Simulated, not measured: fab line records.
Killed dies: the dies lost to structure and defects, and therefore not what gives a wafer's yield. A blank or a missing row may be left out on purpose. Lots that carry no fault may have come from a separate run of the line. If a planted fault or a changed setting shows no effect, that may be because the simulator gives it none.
Split-lot study    flow n5Finfet    7 lots, 21 wafers read, on a route of 1938 steps

## SPLIT DETAILS
At N5_GATE_CUT_ALD_22 (deposits SiNx, target thk 16 nm, pulse time 1 s, ald cycles 320), the setting aldCycles was moved away from the recipe's 320 on 5 of the 21 wafers read, by -16.2% to +10.9%. This setting was run at the recipe's value on the other wafers.

Reading taken at the split's own step.

## THE READING
SiNx_of_GATE_CUT_ALD_22.thkNm (the simulator's own value, which no gauge read), in nm, at N5_GATE_CUT_ALD_22 (deposits SiNx, target thk 16 nm, pulse time 1 s, ald cycles 320). The file does not state a usual value for it. Here, 16 wafers ran the recipe; their average is 16.0 nm with a standard deviation of 0.13 nm.

wafer   tool, chamber at the split  aldCycles as run  against the recipe  SiNx_of_GATE_CUT_ALD_22.thkNm, nm  against lot-mates on the recipe
L075.2  aldSin-02, 1,0              320               recipe              16                                 -
L075.6  aldSin-02, 1,0              320               recipe              16                                 -
L075.3  aldSin-02, 2                276               -13.7%              14                                 -2.0
L079.1  aldSin-03, 1,0              355               +10.9%              17.8                               +1.6
L079.2  aldSin-03, 1,0              355               +10.9%              17.8                               +1.6
L079.5  aldSin-03, 0                320               recipe              16.2                               -
L085.1  aldSin-02, 2                320               recipe              16                                 -
L085.4  aldSin-02, 2                320               recipe              16                                 -
L085.5  aldSin-02, 0                320               recipe              15.8                               -
L087.2  aldSin-03, 0                320               recipe              16.2                               -
L087.5  aldSin-03, 0                320               recipe              16.2                               -
L087.6  aldSin-03, 3                320               recipe              16                                 -
L088.2  aldSin-01, 0,1              320               recipe              16                                 -
L088.5  aldSin-01, 0,1              320               recipe              16                                 -
L088.4  aldSin-01, 3                268               -16.2%              13.2                               -2.8
L092.1  aldSin-01, 2,1              320               recipe              16.2                               -
L092.5  aldSin-01, 2,1              320               recipe              16.2                               -
L092.2  aldSin-01, 0                320               recipe              16                                 -
L097.2  aldSin-03, 1                320               recipe              16                                 -
L097.3  aldSin-03, 3                320               recipe              15.8                               -
L097.4  aldSin-03, 0                339               +5.9%               16.8                               +0.9
If several chambers appear in one row, that row covers several wafers at once and the file leaves open which wafer was in which chamber.

THE FIT
A straight line over all 21 wafers: SiNx_of_GATE_CUT_ALD_22.thkNm changes by +0.161 nm for each +1% of aldCycles; r = +0.99; the points scatter about the line by 0.14 nm.
The same after taking each lot's own level away (the mean of its wafers on the recipe; 21 wafers): +0.156 nm for each +1%; r = +0.99; scatter 0.1 nm.
Per that fit: largest aldCycles move, reading shift of 2.5 nm.
Across the lots, their own levels run from 15.90 to 16.20 nm, a range of 2.4 times the standard deviation given above.
Consequently the slope shifts little with the lot-to-lot level, the two slopes agreeing.
Check: -2.37 nm against its lot-mates is what the line predicts for one of the wafers moved furthest among these (-16.2%) when that wafer is left out of the fit. It came out at -2.8 nm against them.

## OTHER SPLITS APPLIED TO THESE WAFERS
These wafers also went through other splits before the reading. Each is held against what the fit with the lots' levels taken away leaves over:
other split on the same wafers  wafers away from the commonest value  r with SiNx_of_GATE_CUT_ALD_22.thkNm (lot level and that fit taken away)
N5_SD_EPI_P_COAT_34 spinRpm     4                                     -0.08
N5_HKMG_FIN_DESCUM_53 timeS     6                                     +0.04

## FILE'S OWN FIT
SiNx_of_GATE_CUT_ALD_22.thkNm changes by +0.158 nm for each +1% of aldCycles, r = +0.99.
